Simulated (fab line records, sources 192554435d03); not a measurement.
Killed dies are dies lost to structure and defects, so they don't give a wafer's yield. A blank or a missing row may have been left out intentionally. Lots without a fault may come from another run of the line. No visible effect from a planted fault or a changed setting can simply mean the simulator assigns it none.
Which tool did it?	flow n5_finfet	15 lots with 45 wafers sampled at 3 steps, on a route of 1938 steps

== WHAT EACH GAUGE READ, for each wafer ==
N5_ZERO_LAYER_INSPECT_20: inspects for defects (darkfield). Usual: raw_defect_count at 38, with a standard deviation of 17.
lot	measured	on	raw_defect_count	flag
L785	day 1 13:35	defect_inspect-01	33 29 48	
L786	day 1 19:15	defect_inspect-01	58 23 52	
L787	day 2 01:15	defect_inspect-01	40 35 67	
L789	day 2 14:26	defect_inspect-01	20 35 27	
L790	day 2 19:20	defect_inspect-02	12 26 26	
L791	day 3 01:23	defect_inspect-01	20 41 20	
L793	day 3 13:25	defect_inspect-02	65 78 31	
L798	day 4 19:34	defect_inspect-02	40 41 57	
L799	day 5 01:23	defect_inspect-01	56 60 67	
L800	day 5 07:23	defect_inspect-01	44 50 61	
L804	day 6 07:23	defect_inspect-01	30 9 38	
L805	day 6 13:29	defect_inspect-02	52 45 71	
L806	day 6 19:38	defect_inspect-02	39 30 52	
L807	day 7 01:23	defect_inspect-02	24 42 24	
L808	day 7 07:15	defect_inspect-01	26 65 41	

N5_PMOS_HMC_CHANNEL_EPI_OVL_MEAS_10. Usual: for PMOS_HMC_BLK_OVL the level is -0.3 nm and the standard deviation is 0.75.
lot	measured	on	PMOS_HMC_BLK_OVL (nm)	flag
L785	day 1 17:45	overlay-02	-1.7 -1.0 -0.5	
L786	day 1 23:05	overlay-02	0.0 0.0 -0.9	
L787	day 2 05:13	overlay-02	-0.5 -1.6 -1.4	
L789	day 2 18:36	overlay-02	-0.6 -1.0 -0.2	
L790	day 2 23:20	overlay-02	0.8 0.0 -0.7	
L791	day 3 05:20	overlay-01	1.6 0.1 0.3	
L793	day 3 17:40	overlay-02	0.3 -1.1 0.5	
L798	day 4 23:28	overlay-02	- - -	OFF
L799	day 5 05:13	overlay-02	- - -	OFF
L800	day 5 11:36	overlay-01	- - -	OFF
L804	day 6 11:38	overlay-01	-1.8 -0.8 -1.7	
L805	day 6 17:59	overlay-01	0.5 -0.2 0.4	
L806	day 6 23:38	overlay-01	-1.0 -0.7 -0.5	
L807	day 7 05:27	overlay-02	-0.2 0.1 -0.1	
L808	day 7 13:43	overlay-02	-1.2 -1.0 -0.6	

== EACH LOT AND THE TOOL THAT RAN IT (in order: tool; ch and the chambers of the sampled wafers; start) ==
lot	N5_PMOS_HMC_CHANNEL_EPI_DEVELOP_08
L785	litho_track-01 ch 0, day 1 17:39
L786	litho_track-04 ch 0, day 1 23:01
L787	litho_track-02 ch 0, day 2 05:08
L789	litho_track-04 ch 0, day 2 18:31
L790	litho_track-04 ch 0, day 2 23:16
L791	litho_track-02 ch 0, day 3 05:14
L793	litho_track-01 ch 0, day 3 17:35
L798	litho_track-01, day 4 23:23
L799	litho_track-01, day 5 05:08
L800	litho_track-02, day 5 11:31
L804	litho_track-01 ch 0, day 6 11:34
L805	litho_track-01 ch 0, day 6 17:54
L806	litho_track-02 ch 0, day 6 23:32
L807	litho_track-02 ch 0, day 7 05:22
L808	litho_track-02 ch 0, day 7 13:37
- N5_PMOS_HMC_CHANNEL_EPI_DEVELOP_08: develop time 30 s.

== WHAT THE TOOLS THEMSELVES READ (means of the sampled wafers that have a number; where no wafer has one, the mark that the record gives instead) ==
N5_PMOS_HMC_CHANNEL_EPI_DEVELOP_08. Usual: chill_plate_temp_C at 22.98 C, with a standard deviation of 0.11.
lot	tool	chill_plate_temp_C (C)	flag
L785	litho_track-01	22.93	
L786	litho_track-04	22.88	
L787	litho_track-02	23.05	
L789	litho_track-04	22.91	
L790	litho_track-04	22.93	
L791	litho_track-02	23.00	
L793	litho_track-01	23.11	
L798	litho_track-01	-	OFF
L799	litho_track-01	-	OFF
L800	litho_track-02	-	OFF
L804	litho_track-01	23.09	
L805	litho_track-01	23.01	
L806	litho_track-02	23.10	
L807	litho_track-02	23.12	
L808	litho_track-02	23.01	

== THE ANSWER, worked out from the rows above alone ==
Rule: a lot counts as off when the mean over its wafers that have a number is more than 3 standard deviations away from the usual mean. A lot without any number at a reading at which 4 lots or more have one is off too. Any other lot the step has rows for is counted as sound. Order of review: gauges by route order, followed by the tools' own readings, for which a lot's mean as printed above is used. The first step at which some lot is off is used, and at that step the reading that is off furthest; a lot without a number counts as furthest.
Off: L798, L799, L800, seen at N5_PMOS_HMC_CHANNEL_EPI_OVL_MEAS_10 (PMOS_HMC_BLK_OVL). Without a number there: L798, L799, L800.
A tool fits if, at a process step before that reading, it ran every lot that is off, and no sound lot after the first of them. The gauges at N5_PMOS_HMC_CHANNEL_EPI_OVL_MEAS_10 aren't tried: what is off there is off at N5_PMOS_HMC_CHANNEL_EPI_DEVELOP_08 too, on other tools, and a gauge's error can't cause that. None of those tried fits.

== WHAT THE SIMULATOR PUT IN ==
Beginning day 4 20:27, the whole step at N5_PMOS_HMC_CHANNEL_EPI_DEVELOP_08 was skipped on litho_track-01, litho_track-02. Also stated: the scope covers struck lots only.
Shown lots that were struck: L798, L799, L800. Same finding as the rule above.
